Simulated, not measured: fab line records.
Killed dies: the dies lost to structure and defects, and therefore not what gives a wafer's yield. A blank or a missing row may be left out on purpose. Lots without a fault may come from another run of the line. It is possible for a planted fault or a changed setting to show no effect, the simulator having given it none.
Chamber matching    flow nand harc    NHARC_A_M1_ETCH_15 on rie diel-12 has 4 sister chambers
The step etches the open film in C4F8/Ar, target depth 182.5 nm, time 91.2 s. 4 wafers are shown with their chamber, then 7 later ones without.

WAFERS PAIRED WITH THEIR CHAMBERS
wafer   chamber  rf vpp V (V)
L118.2  1        441.3
L123.3  2        444.2
L123.6  0        439.4
L131.5  3        439.1

WAFERS WITHOUT THEIR CHAMBER
wafer   rf vpp V (V)
L131.6  444.6
L130.1  442.8
L130.2  439.5
L130.4  445.2
L135.2  445.7
L135.3  439.5
L135.5  443.9

THE CHAMBER EACH PASSED THROUGH
wafer   from the rows above           in truth
L131.6  2                             2
L130.1  can't be placed: 2 or 1       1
L130.2  can't be placed: 0 or 3 or 1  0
L130.4  2                             2
L135.2  2                             2
L135.3  can't be placed: 0 or 3 or 1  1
L135.5  2                             2
4 of 7 placed correctly. These rows do not allow placing 3 (true chamber among the candidates in 3). Placed wrongly: 0.
How it was worked out, from the rows above alone: a wafer's distance from a chamber is the root of the sum, over the readings, of the square of ((its reading less the chamber's mean) divided by the reading's scatter). The wafer belongs to the nearest chamber; if the next one is less than 2 further off, it can't be placed. For every chamber, the mean is computed from those of its wafers that are shown. The scatter: root of mean squared gap, hidden wafer to nearest shown wafer, with one shown wafer a chamber.
